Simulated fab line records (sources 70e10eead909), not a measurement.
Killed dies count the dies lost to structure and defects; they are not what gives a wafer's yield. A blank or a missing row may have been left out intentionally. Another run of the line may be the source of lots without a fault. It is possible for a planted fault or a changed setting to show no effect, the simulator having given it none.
A struck lot beside a sound one :: flow nandHarc :: 21 steps out of a route of 1302
Sound: these wafers, L698.2, L698.5, L698.6. Wafers L719.1, L719.4, L719.5 were the ones struck. The cause comes at the end.
At each step with rows: each side's tool, then ch and its chambers, then its first start. Under that, the readings that differ: sound wafers :: struck wafers :: difference of the means :: sigmas: that difference in standard deviations of wafers without a fault.
alike: words and numbers the same on both sides, and readings whose means are apart by under 2 such deviations; not compared: readings that were withheld, readings missing a value for some wafer, numbers with overlapping values and no deviation given by the record, and bounds like >300 which may hide the same value.
The two part at a step that has a row with sigmas, a row that says differs or no value, or rows on one side only. Numbers that have no deviation but don't overlap get no sigmas and don't part them. Lack of a reading on every wafer of one side parts them only where that side has two or more wafers.

NHARC_A_CONTACT_CMP_20: polishes, t overpolish 30 s, target thk 300 nm.
  sound on cmp-01 ch 0,1,3, day 23 05:43; struck on cmp-01 ch 2,3, day 31 06:44
  alike: motorCurrentA, overpolishRunS, timeToEndpointS
  not compared: padLifeWafers
next, for these wafers, 1 step has no rows: NHARC_A_CONTACT_SRD_22.
NHARC_A_CONTACT_INSPECT_23:
  sound on defectInspect-02, day 23 06:04; struck on defectInspect-01, day 31 07:08
  alike: rawDefectCount
then, 8 steps without rows for these wafers: NHARC_A_BLC_DEHYDRATE_00 (time 120 s); NHARC_A_BLC_HMDS_01 (time 30 s); NHARC_A_BLC_COAT_02 (time 75 s); NHARC_A_BLC_COAT_03 (time 65 s); NHARC_A_BLC_COAT_04 (resist thk 90 nm); NHARC_A_BLC_SOFTBAKE_05 (time 55 s); NHARC_A_BLC_EBR_06; NHARC_A_BLC_EXPOSE_07 (exposes mask A BLC, target cd 100 nm).
NHARC_A_BLC_PEB_08: peb time 65 s.
  sound on lithoTrack-01 ch 0, day 23 06:22; struck on lithoTrack-06 ch 0, day 31 07:35
reading: heaterPowerTotalW (W)
sound: 156.4 156.1 157.1
struck: 153.4 152.3 153.0
difference: -3.6
sigmas: -9

reading: plateTempC (C)
sound: 99.95 100.01 100.11
struck: 98.36 98.26 98.24
difference: -1.74
sigmas: -14
then, 1 step without rows for these wafers: NHARC_A_BLC_DEVELOP_09 (develop time 35 s).
NHARC_A_BLC_CD_MEAS_10: target cd 100 nm.
  sound on cdSem-03 ch 0, day 23 06:27; struck on cdSem-01 ch 0, day 31 07:39
reading: cdNm (nm)
sound: 100.1 99.5 100.2
struck: 93.6 93.9 93.7
difference: -6.2
sigmas: -10
NHARC_A_BLC_OVL_MEAS_11:
  sound on overlay-01, day 23 06:32; struck on overlay-01, day 31 07:44
  alike: overlayXNm, overlayYNm
NHARC_A_BLC_INSPECT_12:
  sound on defectInspect-02, day 23 06:35; struck on defectInspect-01, day 31 07:47
  alike: rawDefectCount
NHARC_A_BLC_DESCUM_15: chemistry O2, time 3 s.
  sound on rieDiel-13 ch 0,1,3, day 23 06:40; struck on rieDiel-13 ch 1,2,3, day 31 07:51
reading: model.A_BLC.cdNm (nm)
sound: 100.2 100.1 100.2
struck: 94.51 93.16 94.25
difference: -6.19
sigmas: 
  alike: drypumpMotorCurrentA, oesProductAu, rfVppV, showerheadPlenumPTorr, throttleValvePct
  not compared: rfHoursCounterH
NHARC_A_BLC_ETCH_16: etches the open film in CF4, target depth 39 nm, time 65 s.
  sound on rieDiel-13 ch 0,3, day 23 06:44; struck on rieDiel-13 ch 1,2,3, day 31 07:56
  alike: drypumpMotorCurrentA, oesProductAu, rfVppV, showerheadPlenumPTorr, throttleValvePct
  not compared: rfHoursCounterH
NHARC_A_BLC_ETCH_17: etches the open film in N2/H2, target depth 390 nm, time 609.38 s.
  sound on rieDiel-13 ch 0,1; struck on rieDiel-13 ch 0,1,2
  alike: drypumpMotorCurrentA, oesProductAu, rfVppV, showerheadPlenumPTorr, throttleValvePct
  not compared: rfHoursCounterH
NHARC_A_BLC_ETCH_18: etches the open film in C4F8/O2/Ar, target depth 910 nm.
  sound on rieDiel-13 ch 0,2,3; struck on rieDiel-13 ch 1,2,3
reading: model.A_BLC.cdNm (nm)
sound: 104.2 102.9 103.9
struck: 95.19 92.49 94.25
difference: -9.69
sigmas: 
  alike: oesProductAu, rfVppV
  not compared: rfHoursCounterH
NHARC_A_BLC_CD_MEAS_19:
  sound on cdSem-01, day 23 07:37; struck on cdSem-03, day 31 08:49
reading: cdNm (nm)
sound: 104 103 104
struck: 95 93 94
difference: -10
sigmas: -3

== WHERE THEY PART ==
Last at NHARC_A_BLC_CD_MEAS_19 as far as this record goes, first at NHARC_A_BLC_PEB_08.

WHY: what the simulator had put in
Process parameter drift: lithoTrack-06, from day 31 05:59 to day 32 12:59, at NHARC_A_BLC_PEB_08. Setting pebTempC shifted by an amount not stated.
